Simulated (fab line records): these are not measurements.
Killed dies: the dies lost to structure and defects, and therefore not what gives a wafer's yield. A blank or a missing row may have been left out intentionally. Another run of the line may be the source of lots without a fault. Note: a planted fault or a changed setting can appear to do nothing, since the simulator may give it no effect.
Which of the tools did it?	flow n5-finfet	10 lots with 28 wafers sampled at 5 steps, on a route of 1938 steps

## WHAT THE GAUGES READ, wafer by wafer
N5_BEOL_M8_THK_MEAS_53: measures by xrf. Usual: M8_THK typically reads 80.4 nm, with standard deviation 2.4.
lot	measured	on	M8_THK (nm)	flag
L171	day 9 13:14	film-metro-01	85.0 81.2 79.7	
L178	day 10 18:29	film-metro-01	79.6 79.2 78.4	
L177	day 11 07:35	film-metro-02	79.8 78.6 79.4	
L179	day 11 08:29	film-metro-01	77.9 81.1	
L185	day 12 18:47	film-metro-02	80.4 79.5	
L189	day 13 22:22	film-metro-01	79.5 84.8 82.6	
L191	day 14 22:04	film-metro-01	83.3 83.1 83.1	
L194	day 15 02:48	film-metro-01	80.5 83.1 80.6	
L193	day 15 04:22	film-metro-01	80.5 81.5 79.8	
L192	day 15 04:11	film-metro-02	81.0 80.5 77.6	

## EACH LOT AND THE TOOL THAT RAN IT (in order: tool; ch and the chambers of the sampled wafers; start)
lot	N5_BEOL_M8_PECVD_70	N5_BEOL_M8_ETCH_66	N5_BEOL_M8_STRIP_36	N5_BEOL_M8_CMP_52
L171	pecvd-03 ch 0,1, day 9 04:28	rie-diel-04 ch 0,2,3, day 9 10:19	rie-diel-04 ch 0,2,3, day 9 10:28	cmp-01 ch 0,2,3, day 9 12:58
L178	pecvd-03 ch 1,2, day 10 12:35	rie-diel-02 ch 0,2, day 10 15:09	rie-diel-02 ch 0,2, day 10 15:19	cmp-03 ch 0,2, day 10 18:14
L177	pecvd-04 ch 1,2, day 10 23:54	rie-diel-02 ch 1,2, day 11 04:51	rie-diel-02 ch 1,2, day 11 05:00	cmp-04 ch 0,1,2, day 11 07:19
L179	pecvd-03 ch 0,1, day 11 01:05	rie-diel-06 ch 2,3, day 11 05:16	rie-diel-06 ch 2,3, day 11 05:25	cmp-03 ch 0,3, day 11 08:16
L185	pecvd-03 ch 0,2, day 12 07:26	rie-diel-02 ch 1, day 12 16:07	rie-diel-02 ch 1, day 12 16:16	cmp-04 ch 2, day 12 18:31
L189	pecvd-04 ch 0,1,2, day 13 15:46	rie-diel-02 ch 0,1,3, day 13 18:37	rie-diel-02 ch 0,1,3, day 13 18:46	cmp-04 ch 1,2,3, day 13 22:07
L191	pecvd-03 ch 0,2, day 14 16:15	rie-diel-06 ch 1,3, day 14 18:59	rie-diel-06 ch 1,3, day 14 19:08	cmp-04 ch 2,3, day 14 21:49
L194	pecvd-04 ch 0,2, day 14 20:23	rie-diel-04 ch 1,2,3, day 14 22:31	rie-diel-04 ch 1,2,3, day 14 22:40	cmp-03 ch 1,2,3, day 15 02:32
L193	pecvd-04 ch 0,1,2, day 14 21:33	rie-diel-02 ch 1,2, day 15 01:13	rie-diel-02 ch 1,2, day 15 01:22	cmp-03 ch 1,2, day 15 04:07
L192	pecvd-01 ch 1,2, day 14 22:40	rie-diel-04 ch 0,1,2, day 15 01:23	rie-diel-04 ch 0,1,2, day 15 01:32	cmp-04 ch 0,1,3, day 15 03:58
- N5_BEOL_M8_PECVD_70: deposits SiO2 from TEOS/O2, target thk 20 nm, time 22.7 s.
- N5_BEOL_M8_ETCH_66: etches SOC in N2/H2, target depth 80 nm, overetch 16 nm, time 120 s.
- N5_BEOL_M8_STRIP_36: strips in N2/H2.
- N5_BEOL_M8_CMP_52: polishes, stops on SiCOH lowk, t overpolish 6.9 s, target thk 80 nm.

## AS READ BY THE TOOLS THEMSELVES (means over the sampled wafers that have a number; for cases with no such wafer, the mark the record gives instead)
N5_BEOL_M8_PECVD_70. Usual: heater-power-w 667 W, standard deviation 84; rf-fwd-power-W 445.3 W, standard deviation 1.5; showerhead-plenum-p-Torr 8.78 Torr, standard deviation 0.093; throttle-valve-pct 22.2 %, standard deviation 1.8.
lot	tool	heater-power-w (W)	rf-fwd-power-W (W)	showerhead-plenum-p-Torr (Torr)	throttle-valve-pct (%)	flag
L171	pecvd-03	619	447.7	8.73	22.2	
L178	pecvd-03	615	445.8	8.69	20.6	
L177	pecvd-04	627	445.0	8.82	22.3	
L179	pecvd-03	648	445.6	8.78	23.0	
L185	pecvd-03	586	445.8	8.79	23.4	
L189	pecvd-04	628	444.4	8.79	21.8	
L191	pecvd-03	545	444.4	8.81	24.0	
L194	pecvd-04	603	443.4	8.78	22.2	
L193	pecvd-04	618	444.0	8.78	21.9	
L192	pecvd-01	720	446.1	8.71	21.8	

N5_BEOL_M8_ETCH_66. Usual: value, then standard deviation, for each; chamber-pressure-mTorr 30.00 mTorr / 0.039; drypump-motor-current-A 5.6 A / 0.41; oes-product-au 0.58 a.u. / 0.059; rf-fwd-power-W 836.0 W / 2.2; rf-vpp-V 522.8 V / 2.2; showerhead-plenum-p-Torr 2.50 Torr / 0.083; throttle-valve-pct 17.9 % / 0.32.
lot	tool	chamber-pressure-mTorr (mTorr)	drypump-motor-current-A (A)	oes-product-au (a.u.)	rf-fwd-power-W (W)	rf-vpp-V (V)	showerhead-plenum-p-Torr (Torr)	throttle-valve-pct (%)	flag
L171	rie-diel-04	30.02	5.9	0.55	835.1	524.0	2.51	17.7	
L178	rie-diel-02	29.98	5.2	0.56	832.2	526.5	2.63	17.8	
L177	rie-diel-02	30.00	5.1	0.56	836.7	523.7	2.55	17.8	
L179	rie-diel-06	30.01	5.5	0.59	833.9	522.0	2.50	18.1	
L185	rie-diel-02	29.96	5.6	0.53	834.6	519.5	2.39	17.6	
L189	rie-diel-02	29.98	5.6	0.62	833.7	522.4	2.49	17.8	
L191	rie-diel-06	30.00	6.0	0.63	837.7	521.2	2.46	18.0	
L194	rie-diel-04	29.99	5.5	0.61	837.8	521.7	2.43	17.8	
L193	rie-diel-02	30.00	5.1	0.62	836.2	526.7	2.65	17.7	
L192	rie-diel-04	29.99	5.7	0.66	836.6	522.7	2.51	17.8	

N5_BEOL_M8_STRIP_36. Usual: value, then standard deviation, for each; bias-power-w 6.997 W / 0.022; chamber-pressure-mTorr 19.998 mTorr / 0.029; drypump-motor-current-A 5.6 A / 0.4; oes-product-au 0.76 a.u. / 0.079; rf-vpp-V 59.0 V / 1.6; showerhead-plenum-p-Torr 2.50 Torr / 0.083; throttle-valve-pct 23.7 % / 0.51.
lot	tool	bias-power-w (W)	chamber-pressure-mTorr (mTorr)	drypump-motor-current-A (A)	oes-product-au (a.u.)	rf-vpp-V (V)	showerhead-plenum-p-Torr (Torr)	throttle-valve-pct (%)	flag
L171	rie-diel-04	7.009	19.978	5.9	0.73	58.8	2.50	23.3	
L178	rie-diel-02	6.989	19.992	5.2	0.72	60.5	2.62	23.5	
L177	rie-diel-02	6.990	20.027	5.1	0.72	58.5	2.55	23.5	
L179	rie-diel-06	6.988	20.022	5.5	0.78	60.8	2.50	23.9	
L185	rie-diel-02	6.984	20.000	5.6	0.69	59.4	2.39	23.2	
L189	rie-diel-02	6.981	20.009	5.6	0.82	59.9	2.49	23.6	
L191	rie-diel-06	7.001	20.001	5.9	0.81	58.1	2.45	23.8	
L194	rie-diel-04	6.977	20.026	5.6	0.80	58.7	2.43	23.6	
L193	rie-diel-02	7.025	20.036	5.1	0.80	59.6	2.64	23.5	
L192	rie-diel-04	7.010	20.005	5.8	0.86	60.0	2.50	23.7	

N5_BEOL_M8_CMP_52. Usual: barrier-field-endpoint-s 29.2 s, standard deviation 0.76; motor-current-A 6.0 A, standard deviation 0.39; overpolish-run-s 6.899 s, standard deviation 0.0085; slurry-filter-dp-kPa 13.49 kPa, standard deviation 0.15.
lot	tool	barrier-field-endpoint-s (s)	motor-current-A (A)	overpolish-run-s (s)	slurry-filter-dp-kPa (kPa)	flag
L171	cmp-01	29.9	5.6	6.896	13.58	
L178	cmp-03	28.9	6.0	6.895	13.39	
L177	cmp-04	29.0	5.9	6.893	13.51	
L179	cmp-03	38.0	6.1	3.468	13.49	OFF
L185	cmp-04	37.9	5.8	3.475	13.64	OFF
L189	cmp-04	29.2	5.9	6.900	13.38	
L191	cmp-04	29.9	6.3	6.905	13.44	
L194	cmp-03	28.7	6.3	6.900	13.53	
L193	cmp-03	28.5	6.4	6.901	13.63	
L192	cmp-04	30.3	6.0	6.898	13.48	

## THE ANSWER, worked out from the rows above alone
Rule: lot off if the mean of its wafers having a number is beyond 3 standard deviations from the usual mean. A lot without any number at a reading at which 4 lots or more have one is off too. All remaining lots with rows at the step are treated as sound. After the gauges, taken in route order, come the tools' own readings; for these a lot's mean is taken, as printed above. The first step at which some lot is off is used, and at that step the reading that is off furthest; a lot without a number counts as furthest.
Off, at N5_BEOL_M8_CMP_52 on overpolish-run-s: L179, L185.
A tool fits if, at that step or a process step before it, it ran every lot that is off, and no sound lot after the first of them. None of those tried fits.

## WHAT HAD BEEN PUT IN BY THE SIMULATOR
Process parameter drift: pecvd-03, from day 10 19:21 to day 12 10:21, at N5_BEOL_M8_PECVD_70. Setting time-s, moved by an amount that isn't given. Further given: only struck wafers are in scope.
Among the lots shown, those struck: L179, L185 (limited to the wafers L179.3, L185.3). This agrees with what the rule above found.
